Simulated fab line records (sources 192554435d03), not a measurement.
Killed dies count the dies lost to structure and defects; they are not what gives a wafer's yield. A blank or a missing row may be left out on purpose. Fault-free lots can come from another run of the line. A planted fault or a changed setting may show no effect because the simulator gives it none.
The same fault as seen by 2 desks :: flow n5Finfet :: every desk sees just its own numbers, and what lay behind them comes last

== AT THE METROLOGY DESK ==
Means of the sampled wafers that have a number, per lot and without regard to the tool the lot ran on: this is what the gauges read. Any lot whose mean is over 4 standard deviations away from the usual mean is out of limits and marked OUT; that distance is given in the brackets.
Columns: A = cdNm at N5_BEOL_M7_CD_MEAS_28, usual 39.97 nm
lot: L252
first seen here: day 9 11:18
A: 40.23

lot: L253
first seen here: day 9 18:31
A: 39.76

lot: L255
first seen here: day 10 01:43
A: 40.21

lot: L256
first seen here: day 10 09:03
A: 40.30

lot: L257
first seen here: day 10 14:58
A: 40.41

lot: L258
first seen here: day 11 01:35
A: 39.73

lot: L262
first seen here: day 11 18:19
A: 39.88

lot: L266
first seen here: day 13 02:10
A: 39.74

lot: L268
first seen here: day 13 21:04
A: 40.02

lot: L270
first seen here: day 13 23:22
A: 39.98

lot: L271
first seen here: day 14 10:18
A: 39.86
This desk's verdict: no lot among the 11 shows anything out of limits.

== AT THE TOOL OWNER'S DESK: rieDiel-03 ==
The tool's own readings at N5_BEOL_M7_VIA_ETCH_34 (etches SiCOH lowk in C4F6/O2, target depth 125.5 nm, time 50.5 s): means of the sampled wafers that have a number, for each lot that ran on this tool. Any lot whose mean is over 4 standard deviations away from the usual mean is out of limits and marked OUT; that distance is given in the brackets.
Columns: A = drypumpMotorCurrentA at N5_BEOL_M7_VIA_ETCH_34, usual 5.7 A; B = oesProductAu at N5_BEOL_M7_VIA_ETCH_34, usual 0.80 a.u.; C = rfFwdPowerW at N5_BEOL_M7_VIA_ETCH_34, usual 341.9 W; D = rfVppV at N5_BEOL_M7_VIA_ETCH_34, usual 673 V; E = showerheadPlenumPTorr at N5_BEOL_M7_VIA_ETCH_34, usual 2.85 Torr; F = throttleValvePct at N5_BEOL_M7_VIA_ETCH_34, usual 20.83 %
lot: L253
first seen here: day 9 18:49
A: 5.3
B: 0.76
C: 339.9
D: 676
E: 2.82
F: 20.83

lot: L255
first seen here: day 10 02:02
A: 5.2
B: 0.79
C: 341.9
D: 675
E: 2.82
F: 20.67

lot: L256
first seen here: day 10 09:41
A: 5.2
B: 0.83
C: 422.9 (+54) OUT
D: 605 (-5.2) OUT
E: 2.86
F: 20.73

lot: L257
first seen here: day 10 15:23
A: 5.2
B: 0.82
C: 424.6 (+55) OUT
D: 605 (-5.2) OUT
E: 2.82
F: 20.70

lot: L258
first seen here: day 11 01:53
A: 5.4
B: 0.76
C: 422.4 (+54) OUT
D: 609 (-4.9) OUT
E: 2.80
F: 21.00

lot: L270
first seen here: day 13 23:55
A: 5.6
B: 0.80
C: 340.9
D: 682
E: 2.94
F: 20.76

lot: L271
first seen here: day 14 10:36
A: 5.4
B: 0.86
C: 340.0
D: 687
E: 2.98
F: 20.83
This desk's verdict: out of limits on L256, L257, L258, starting with L256 at day 10 09:41 (rfFwdPowerW at N5_BEOL_M7_VIA_ETCH_34). Within limits: L253, L255, L270, L271.

== ALL TOGETHER ==
The tool owner's desk had the chance to raise an alarm at day 10 09:41 on L256, L257, L258.
From the metrology desk's view, nothing was out of limits.
The metrology desk has L256, L257, L258 on record, within its limits.
Of the lots named, all ran N5_BEOL_M7_VIA_ETCH_34 on rieDiel-03.

== WHAT THE SIMULATOR HAD INSERTED ==
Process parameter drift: rieDiel-03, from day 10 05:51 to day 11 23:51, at N5_BEOL_M7_VIA_ETCH_34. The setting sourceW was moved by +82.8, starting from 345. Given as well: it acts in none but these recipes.
Lots struck among those shown: L256, L257, L258.
How many hours passed from the start of the fault until each desk's first out-of-limits reading: the tool owner's desk, 4.
